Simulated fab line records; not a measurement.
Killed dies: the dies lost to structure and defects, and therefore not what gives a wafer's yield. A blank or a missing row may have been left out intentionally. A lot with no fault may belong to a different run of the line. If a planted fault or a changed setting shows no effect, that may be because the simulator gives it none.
A lot that was struck, set against a sound lot / flow nand harc / 15 steps out of a route of 1159
Sound: wafers L330.3, L330.5, L330.6. Struck: wafers L326.3, L326.5, L326.6. The cause is named last.
Order at every step that has rows: each side's tool, ch and its chambers, its first start. Under that, the readings that differ: sound wafers / struck wafers / difference of the means / sigmas: that difference in standard deviations of wafers without a fault.
alike: words and numbers the same on both sides, and readings whose means are apart by under 2 such deviations; not compared: readings that were withheld, readings missing a value for some wafer, numbers with overlapping values and no deviation given by the record, and bounds like >300 which may hide the same value.
A row with sigmas, a row that says differs or no value, or rows on one side alone: a step with any of these is where the two part. When numbers do not overlap yet have no deviation, they are printed without sigmas and do not part them. A reading that every wafer of one side lacks parts them only if that side has two wafers or more.

NHARC_P_M0_INSPECT_11:
  sound on defect inspect-02, day 9 03:15; struck on defect inspect-02, day 8 08:20
  alike: raw defect count
NHARC_P_M0_DESCUM_14: chemistry O2, time 3 s.
  sound on rie diel-02 ch 0,2,3, day 9 03:20; struck on rie diel-08 ch 0,1, day 8 08:24
  alike: drypump motor current A, oes product au, rf vpp V, showerhead plenum p Torr, throttle valve pct
  not compared: rf hours counter h
NHARC_P_M0_ETCH_34: etches the open film in N2/H2, target depth 40 nm, overetch 12 nm, time 43.94 s.
  sound on rie diel-02 ch 0,1,2, day 9 03:25; struck on rie diel-08 ch 0,1, day 8 08:29
  alike: bias w, drypump motor current A, oes product au, rf vpp V, showerhead plenum p Torr, throttle valve pct
  not compared: rf hours counter h
NHARC_P_M0_ETCH_15: etches the open film in C4F8/Ar, target depth 150 nm, overetch 15 nm, time 82.5 s.
  sound: rie diel-02 ch 0,1; struck: rie diel-08 ch 0,1
  alike: bias w, oes product au, rf vpp V
  not compared: rf hours counter h
NHARC_P_M0_CD_MEAS_16:
  sound on cd sem-01, day 9 03:37; struck on cd sem-02, day 8 08:42
  alike: cd nm
then, 4 steps without rows for these wafers: NHARC_P_M0_STRIP_18 (strips in N2/H2); NHARC_P_M0_STRIP_19 (strips in post etch residue remover, time 600 s); NHARC_P_M0_DEGAS_28 (time 60 s); NHARC_P_M0_PRE_CLEAN_29 (time 30 s).
NHARC_P_M0_PVD_20: deposits TaN, target thk 5 nm, time 8.06 s.
  sound on pvd sputter-03; struck on pvd sputter-01
  alike: throttle valve pct
NHARC_P_M0_PVD_21: deposits Cu, target thk 30 nm, time 20.49 s.
  sound on pvd sputter-03; struck on pvd sputter-01
  alike: throttle valve pct
then, 1 step without rows for these wafers: NHARC_P_M0_ECD_22 (material Cu, target thk 400 nm).
NHARC_P_M0_ANNEAL_30: time 90 s.
  struck on rtp anneal-02, day 8 10:10; sound on rtp anneal-02 ch 0, day 9 05:07
  no value came back on the struck wafers for anneal temp c (C), anneal temp c max, wafer_temp_C_max; on the sound wafers anneal temp c (C) reads 225.25 224.89 224.73
then, 1 step without rows for these wafers: NHARC_P_M0_CMP_23 (polishes, t overpolish 20 s, target thk 117.53 nm).
-- the record jumps here: 14 days lie between the struck wafers' starts before and after (it left off in module P_M0 and takes up again in module END, whose first step shown is number 1159 of the route) --
NHARC_END_SORT_01:
  sound on prober-01 ch 0, day 22 15:07; struck on prober-01 ch 0, day 22 00:21
reading=defect limited yield (%); sound=95.1 96.5 94.7; struck=88.9 89.4 91.4; difference=-5.5; sigmas=-4
reading=killed at periphery; sound=2 1 1; struck=32 26 25; difference=+26; sigmas=+11
reading=killed dies; sound=33 24 36; struck=75 72 58; difference=+37; sigmas=+4
reading=sort_bin_2_pct (%); sound=1.0 1.0 1.3; struck=5.8 6.4 5.2; difference=+4.7; sigmas=+8
reading=sort n pass; sound=644 653 641; struck=602 605 619; difference=-37; sigmas=-4
reading=sort rim yield pct (%); sound=94.3 94.3 99.1; struck=73.6 73.6 76.4; difference=-21.4; sigmas=-9
reading=sort yield pct (%); sound=95.1 96.5 94.7; struck=88.9 89.4 91.4; difference=-5.5; sigmas=-4
  alike: killed at array, killed at other, killed open, killed short, sort_bin_3_pct, sort_bin_4_pct

## WHERE THEY PART
Earliest at NHARC_P_M0_ANNEAL_30; latest, in this record, at NHARC_END_SORT_01.

WHY: what had been put in by the simulator
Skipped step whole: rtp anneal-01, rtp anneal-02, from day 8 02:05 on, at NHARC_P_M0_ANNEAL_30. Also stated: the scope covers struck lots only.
